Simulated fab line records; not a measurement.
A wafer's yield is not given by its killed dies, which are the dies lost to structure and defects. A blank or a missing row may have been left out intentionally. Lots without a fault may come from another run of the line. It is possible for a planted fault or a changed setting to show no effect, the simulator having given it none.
One fault through the eyes of 2 desks ; flow n5 finfet ; each desk holds nothing but its own numbers, with what lay behind them at the end

## DESK OF THE TOOL OWNER: thermal cvd si-01
The tool's own readings at N5_HKMG_FIN_CVD_62 (deposits a-Si from Si2H6, target thk 3 nm, time 20.8 s): means of the sampled wafers that have a number, for each lot that ran on this tool. If a lot's mean is further than 4 standard deviations from the usual mean, the lot is out of limits and carries the mark OUT (the distance appears in the brackets).
Columns: A = chamber pressure Torr at N5_HKMG_FIN_CVD_62, usual 0.9999 Torr; B = heater power outer w at N5_HKMG_FIN_CVD_62, usual 950 W; C = heater power w at N5_HKMG_FIN_CVD_62, usual 1455 W; D = susceptor temp C at N5_HKMG_FIN_CVD_62, usual 500.04 C
lot;first seen here;A;B;C;D
L736;day 4 08:58;1.0002;843;1383;500.09
L738;day 4 19:47;1.0005;774;1233;499.88
L742;day 6 00:07;1.0025;849;1377;500.01
L748;day 7 12:42;1.0013;775;1270;500.21
L754;day 8 18:01;0.9989;752;1231;495.15 (-18) OUT
L756;day 9 06:47;0.9991;779;1268;495.12 (-18) OUT
This desk's verdict: out of limits on L754, L756, starting with L754 at day 8 18:01 (susceptor temp C at N5_HKMG_FIN_CVD_62). In limits: L736, L738, L742, L748.

## THE METROLOGY DESK
What the gauges read for every lot (on any tool): the sampled wafers with a number, averaged. If a lot's mean is further than 4 standard deviations from the usual mean, the lot is out of limits and carries the mark OUT (the distance appears in the brackets). 7 of its 10 readings are shown, namely those furthest out on some lot.
Columns: A = DIBL_P at N5_BEOL_M4_RC_MEAS_101, usual 35.9 mV/V; B = IOFF_N at N5_BEOL_M4_RC_MEAS_101, usual 0.152 nA/um; C = IOFF_P at N5_BEOL_M4_RC_MEAS_101, usual 0.204 nA/um; D = ION_N at N5_BEOL_M4_RC_MEAS_101, usual 673 uA/um; E = ION_P at N5_BEOL_M4_RC_MEAS_101, usual 462 uA/um; F = VT_N at N5_BEOL_M4_RC_MEAS_101, usual 250.3 mV; G = VT_P at N5_BEOL_M4_RC_MEAS_101, usual -250.6 mV
lot;first seen here;A;B;C;D;E;F;G
L736;day 8 18:54;37.2;0.184;0.218;680;461;247.0;-252.9
L738;day 9 18:14;35.8;0.147;0.177;670;453;251.0;-254.8
L742;day 11 00:14;36.6;0.146;0.199;677;463;252.1;-250.5
L748;day 12 11:02;33.3;0.135;0.215;671;469;252.6;-245.4
L754;day 13 17:16;36.0;0.160;0.221;677;468;248.6;-248.2
L756;day 14 01:26;35.5;0.126;0.159;656;448;254.7;-255.4
This desk's finding: nothing out of limits on any of the 6 lots.

## PUT TOGETHER
At day 8 18:01, on L754, L756, the tool owner's desk was in a position to raise an alarm.
At the metrology desk, nothing out of limits was observed.
The metrology desk has L754, L756 on record, within its limits.
Of the lots named, all ran N5_HKMG_FIN_CVD_62 on thermal cvd si-01.

## WHAT THE SIMULATOR HAD PUT IN
thermal cvd si-01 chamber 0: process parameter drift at N5_HKMG_FIN_CVD_62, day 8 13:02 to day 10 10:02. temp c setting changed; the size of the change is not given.
Lots struck among those shown: L754, L756.
Each desk's first reading out of limits, in hours after the fault started: the tool owner's desk, 5.
